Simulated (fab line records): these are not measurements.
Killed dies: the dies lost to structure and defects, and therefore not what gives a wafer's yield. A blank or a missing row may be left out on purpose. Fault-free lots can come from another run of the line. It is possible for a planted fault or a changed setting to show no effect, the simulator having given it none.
Matching of chambers :: flow n5_finfet :: N5_BEOL_M3_DEP_57 on pecvd-02 has 3 sister chambers
The step deposits SiCN from 3MS/NH3, target thk 8 nm, time 14 s. 14 wafers are shown with their chamber, then 7 later ones without.

== WAFERS PAIRED WITH THEIR CHAMBERS ==
wafer: L078.1
chamber: 0
showerhead_plenum_p_Torr (Torr): 3.704
throttle_valve_pct (%): 8.7
chamber_pressure_Torr (Torr): 2.991

wafer: L078.3
chamber: 2
showerhead_plenum_p_Torr (Torr): 3.666
throttle_valve_pct (%): 8.7
chamber_pressure_Torr (Torr): 2.998

wafer: L078.6
chamber: 1
showerhead_plenum_p_Torr (Torr): 3.667
throttle_valve_pct (%): 9.2
chamber_pressure_Torr (Torr): 3.000

wafer: L086.2
chamber: 2
showerhead_plenum_p_Torr (Torr): 3.666
throttle_valve_pct (%): 8.7
chamber_pressure_Torr (Torr): 2.988

wafer: L086.3
chamber: 1
showerhead_plenum_p_Torr (Torr): 3.670
throttle_valve_pct (%): 9.3
chamber_pressure_Torr (Torr): 2.994

wafer: L086.4
chamber: 2
showerhead_plenum_p_Torr (Torr): 3.672
throttle_valve_pct (%): 8.9
chamber_pressure_Torr (Torr): 3.008

wafer: L087.2
chamber: 2
showerhead_plenum_p_Torr (Torr): 3.667
throttle_valve_pct (%): 8.9
chamber_pressure_Torr (Torr): 2.993

wafer: L087.4
chamber: 2
showerhead_plenum_p_Torr (Torr): 3.668
throttle_valve_pct (%): 8.7
chamber_pressure_Torr (Torr): 3.003

wafer: L087.6
chamber: 1
showerhead_plenum_p_Torr (Torr): 3.668
throttle_valve_pct (%): 9.5
chamber_pressure_Torr (Torr): 2.992

wafer: L089.1
chamber: 0
showerhead_plenum_p_Torr (Torr): 3.684
throttle_valve_pct (%): 9.1
chamber_pressure_Torr (Torr): 3.008

wafer: L089.5
chamber: 1
showerhead_plenum_p_Torr (Torr): 3.665
throttle_valve_pct (%): 9.2
chamber_pressure_Torr (Torr): 3.007

wafer: L089.6
chamber: 2
showerhead_plenum_p_Torr (Torr): 3.667
throttle_valve_pct (%): 8.5
chamber_pressure_Torr (Torr): 2.990

wafer: L092.1
chamber: 2
showerhead_plenum_p_Torr (Torr): 3.678
throttle_valve_pct (%): 9.0
chamber_pressure_Torr (Torr): 2.997

wafer: L092.2
chamber: 1
showerhead_plenum_p_Torr (Torr): 3.671
throttle_valve_pct (%): 9.4
chamber_pressure_Torr (Torr): 3.007

SIGNATURES (means of the wafers above)
reading: showerhead_plenum_p_Torr
chamber 0: 3.69400
chamber 1: 3.66820
chamber 2: 3.66914
scatter within a chamber: 0.00556

reading: throttle_valve_pct
chamber 0: 8.900
chamber 1: 9.320
chamber 2: 8.771
scatter within a chamber: 0.171

reading: chamber_pressure_Torr
chamber 0: 2.99950
chamber 1: 3.00000
chamber 2: 2.99671
scatter within a chamber: 0.00766
Rule: for a wafer and a chamber, the distance is found by dividing, reading by reading, the gap between the wafer's reading and the chamber's mean by the reading's scatter, squaring, summing and taking the root. The wafer belongs to the nearest chamber; if the next one is less than 2 further off, it can't be placed. The scatter: take each reading less its chamber's mean, square it, sum over the shown wafers, divide by the number of wafers less the number of chambers, and take the root.

== WAFERS MISSING THEIR CHAMBER ==
wafer: L092.5
showerhead_plenum_p_Torr (Torr): 3.673
throttle_valve_pct (%): 9.4
chamber_pressure_Torr (Torr): 3.016

wafer: L096.1
showerhead_plenum_p_Torr (Torr): 3.677
throttle_valve_pct (%): 9.1
chamber_pressure_Torr (Torr): 3.000

wafer: L096.2
showerhead_plenum_p_Torr (Torr): 3.678
throttle_valve_pct (%): 8.7
chamber_pressure_Torr (Torr): 3.004

wafer: L096.3
showerhead_plenum_p_Torr (Torr): 3.687
throttle_valve_pct (%): 8.8
chamber_pressure_Torr (Torr): 2.995

wafer: L097.1
showerhead_plenum_p_Torr (Torr): 3.672
throttle_valve_pct (%): 9.0
chamber_pressure_Torr (Torr): 3.002

wafer: L097.4
showerhead_plenum_p_Torr (Torr): 3.676
throttle_valve_pct (%): 9.3
chamber_pressure_Torr (Torr): 2.990

wafer: L097.5
showerhead_plenum_p_Torr (Torr): 3.662
throttle_valve_pct (%): 8.8
chamber_pressure_Torr (Torr): 3.001

== WHICH CHAMBER EACH ONE RAN IN ==
wafer: L092.5
from the rows above: 1
in truth: 1

wafer: L096.1
from the rows above: can't be placed: 1 or 2 or 0
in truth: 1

wafer: L096.2
from the rows above: can't be placed: 2 or 0
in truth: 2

wafer: L096.3
from the rows above: can't be placed: 0 or 2
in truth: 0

wafer: L097.1
from the rows above: can't be placed: 2 or 1
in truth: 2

wafer: L097.4
from the rows above: can't be placed: 1 or 2
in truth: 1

wafer: L097.5
from the rows above: can't be placed: 2 or 1
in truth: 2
Placed correctly: 1 of 7. Unplaceable from these rows: 6, with the true chamber sitting among the candidates in 6. Placed wrongly: 0.
